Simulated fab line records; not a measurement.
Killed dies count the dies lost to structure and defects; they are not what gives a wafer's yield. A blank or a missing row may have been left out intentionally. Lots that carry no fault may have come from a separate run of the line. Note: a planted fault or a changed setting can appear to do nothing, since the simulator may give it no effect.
One fault seen from 2 desks :: flow n5_finfet :: numbers are kept per desk, each desk with only its own; the story behind them comes last

THE METROLOGY DESK
Lot by lot, what the gauges showed, no matter which tool ran the lot: averages of those sampled wafers that carry a number. Any lot whose mean is over 4 standard deviations away from the usual mean is out of limits and marked OUT; that distance is given in the brackets.
Columns: A = cd_nm at N5_BEOL_M6_CD_MEAS_35, usual 39.6 nm
lot: L447
first seen here: day 8 23:56
A: 39.6

lot: L446
first seen here: day 9 05:44
A: 38.8

lot: L449
first seen here: day 9 09:43
A: 39.9

lot: L450
first seen here: day 9 11:26
A: 39.4

lot: L452
first seen here: day 10 00:15
A: 40.4

lot: L451
first seen here: day 10 02:08
A: 40.4

lot: L453
first seen here: day 10 10:02
A: 38.6

lot: L459
first seen here: day 12 05:38
A: 39.0

lot: L460
first seen here: day 12 12:58
A: 39.0

lot: L461
first seen here: day 12 20:03
A: 39.5

lot: L464
first seen here: day 12 21:41
A: 39.1
Finding of this desk: none of the 11 lots has anything out of limits.

FOR THE TOOL OWNER'S DESK: rie_diel-06
The tool's own readings at N5_BEOL_M6_VIA_ETCH_34 (etches SiCOH lowk in C4F6/O2, target depth 126.3 nm, time 50.9 s): means of the sampled wafers that have a number, for each lot that ran on this tool. Any lot whose mean is over 4 standard deviations away from the usual mean is out of limits and marked OUT; that distance is given in the brackets.
Columns: A = drypump_motor_current_A at N5_BEOL_M6_VIA_ETCH_34, usual 5.4 A; B = oes_f_703_au at N5_BEOL_M6_VIA_ETCH_34, usual 0.77 a.u.; C = oes_product_au at N5_BEOL_M6_VIA_ETCH_34, usual 0.78 a.u.; D = rf_vpp_V at N5_BEOL_M6_VIA_ETCH_34, usual 667 V; E = run_length_s at N5_BEOL_M6_VIA_ETCH_34, usual 74.6 s; F = showerhead_plenum_p_Torr at N5_BEOL_M6_VIA_ETCH_34, usual 2.83 Torr; G = throttle_valve_pct at N5_BEOL_M6_VIA_ETCH_34, usual 20.90 %
lot: L447
first seen here: day 8 23:32
A: 5.3
B: 0.78
C: 0.80
D: 676
E: 74.8
F: 2.83
G: 20.95

lot: L450
first seen here: day 9 11:02
A: 5.3
B: 0.77
C: 0.79
D: 676
E: 74.6
F: 2.83
G: 20.97

lot: L452
first seen here: day 9 23:51
A: 5.2
B: 0.77
C: 0.78
D: 677
E: 74.8
F: 2.84
G: 20.82

lot: L453
first seen here: day 10 09:38
A: 5.2
B: 0.74
C: 0.76
D: 669
E: 74.8
F: 2.90
G: 21.02

lot: L459
first seen here: day 12 05:13
A: 5.2
B: 0.76
C: 0.77
D: 675
E: 77.0 (+7.0) OUT
F: 2.78
G: 20.84

lot: L460
first seen here: day 12 12:34
A: 5.1
B: 0.78
C: 0.79
D: 674
E: 81.2 (+19) OUT
F: 2.74
G: 20.75

lot: L461
first seen here: day 12 19:39
A: 5.2
B: 0.76
C: 0.77
D: 676
E: 81.1 (+19) OUT
F: 2.81
G: 20.77
This desk's verdict: out of limits on L459, L460, L461, starting with L459 at day 12 05:13 (run_length_s at N5_BEOL_M6_VIA_ETCH_34). Within limits: L447, L450, L452, L453.

BROUGHT TOGETHER
The tool owner's desk could have raised an alarm at day 12 05:13, on L459, L460, L461.
Nothing out of limits was seen by the metrology desk.
The metrology desk has L459, L460, L461 on record, within its limits.
Every lot named ran N5_BEOL_M6_VIA_ETCH_34 on rie_diel-06.

WHAT THE SIMULATOR PUT IN
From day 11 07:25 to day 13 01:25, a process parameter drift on rie_diel-06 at N5_BEOL_M6_VIA_ETCH_34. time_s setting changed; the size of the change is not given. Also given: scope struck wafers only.
Struck lots among those shown: L459, L460, L461.
Each desk's first reading out of limits, in hours after the fault started: the tool owner's desk, 22.
